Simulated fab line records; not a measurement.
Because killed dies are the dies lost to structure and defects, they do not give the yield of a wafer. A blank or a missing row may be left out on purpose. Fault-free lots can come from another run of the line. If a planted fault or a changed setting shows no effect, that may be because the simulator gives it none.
Which tool did it? || flow n5 finfet || 72 wafers sampled from 24 lots at 1 step of a route of 1938

WHAT EACH GAUGE READ, for each wafer
N5_BEOL_M11_OCD_MEAS_38. Usual: 146.6 nm for trench depth nm, sd 2.6.
{"lot": "L075", "measured": "day 10 14:34", "on": "ocd-01", "trench depth nm (nm)": "147.1 145.2 145.6", "flag": ""}
{"lot": "L074", "measured": "day 10 15:05", "on": "ocd-02", "trench depth nm (nm)": "143.7 144.1 144.5", "flag": ""}
{"lot": "L076", "measured": "day 11 02:05", "on": "ocd-02", "trench depth nm (nm)": "147.5 145.6 145.1", "flag": ""}
{"lot": "L078", "measured": "day 11 05:43", "on": "ocd-02", "trench depth nm (nm)": "147.8 145.5 147.5", "flag": ""}
{"lot": "L077", "measured": "day 11 08:04", "on": "ocd-02", "trench depth nm (nm)": "151.4 148.0 151.6", "flag": ""}
{"lot": "L080", "measured": "day 11 11:09", "on": "ocd-01", "trench depth nm (nm)": "144.4 141.6 144.3", "flag": ""}
{"lot": "L079", "measured": "day 11 14:23", "on": "ocd-02", "trench depth nm (nm)": "148.2 148.1 147.1", "flag": ""}
{"lot": "L081", "measured": "day 11 16:12", "on": "ocd-01", "trench depth nm (nm)": "145.1 149.9 152.3", "flag": ""}
{"lot": "L083", "measured": "day 12 10:51", "on": "ocd-02", "trench depth nm (nm)": "147.2 146.0 147.7", "flag": ""}
{"lot": "L082", "measured": "day 12 11:01", "on": "ocd-02", "trench depth nm (nm)": "150.8 149.7 150.2", "flag": ""}
{"lot": "L084", "measured": "day 12 13:02", "on": "ocd-02", "trench depth nm (nm)": "146.8 149.6 147.6", "flag": ""}
{"lot": "L085", "measured": "day 12 16:23", "on": "ocd-02", "trench depth nm (nm)": "145.9 145.1 145.6", "flag": ""}
{"lot": "L086", "measured": "day 12 19:17", "on": "ocd-02", "trench depth nm (nm)": "146.9 144.3 149.4", "flag": ""}
{"lot": "L089", "measured": "day 13 14:33", "on": "ocd-02", "trench depth nm (nm)": "150.3 144.6 145.9", "flag": ""}
{"lot": "L087", "measured": "day 13 17:43", "on": "ocd-01", "trench depth nm (nm)": "144.9 146.1 146.8", "flag": ""}
{"lot": "L088", "measured": "day 14 01:03", "on": "ocd-02", "trench depth nm (nm)": "153.2 152.5 150.0", "flag": ""}
{"lot": "L090", "measured": "day 14 10:46", "on": "ocd-01", "trench depth nm (nm)": "145.0 146.2 146.1", "flag": ""}
{"lot": "L091", "measured": "day 14 10:52", "on": "ocd-01", "trench depth nm (nm)": "146.7 144.5 144.2", "flag": ""}
{"lot": "L093", "measured": "day 14 22:11", "on": "ocd-02", "trench depth nm (nm)": "145.0 143.4 146.5", "flag": ""}
{"lot": "L092", "measured": "day 15 01:04", "on": "ocd-01", "trench depth nm (nm)": "151.9 151.6 147.3", "flag": ""}
{"lot": "L095", "measured": "day 15 06:38", "on": "ocd-01", "trench depth nm (nm)": "144.4 141.7 142.8", "flag": ""}
{"lot": "L094", "measured": "day 15 10:35", "on": "ocd-01", "trench depth nm (nm)": "146.8 145.5 144.3", "flag": ""}
{"lot": "L096", "measured": "day 15 16:17", "on": "ocd-02", "trench depth nm (nm)": "147.5 145.3 147.0", "flag": ""}
{"lot": "L097", "measured": "day 16 08:31", "on": "ocd-02", "trench depth nm (nm)": "147.4 144.9 145.4", "flag": ""}

EACH LOT AND THE TOOL THAT RAN IT (in order: tool; ch and the chambers of the sampled wafers; start)
The record holds no process step before these readings.

AS READ BY THE TOOLS THEMSELVES (means over the sampled wafers that have a number; for cases with no such wafer, the mark the record gives instead)
The record holds no such reading with a usual standard deviation.

THE ANSWER, worked out from the rows above alone
Rule: a lot is off if the mean of its wafers that have a number lies more than 3 standard deviations from the usual mean. Also off: a lot with no number at a reading for which 4 or more lots have one. Where the step has rows for the other lots, those lots are counted as sound. Order of review: gauges by route order, followed by the tools' own readings, for which a lot's mean as printed above is used. The first step at which some lot is off is used, and at that step the reading that is off furthest; a lot without a number counts as furthest.
No lot is off at any reading shown: from this, nothing can be told.

WHAT HAD BEEN PUT IN BY THE SIMULATOR
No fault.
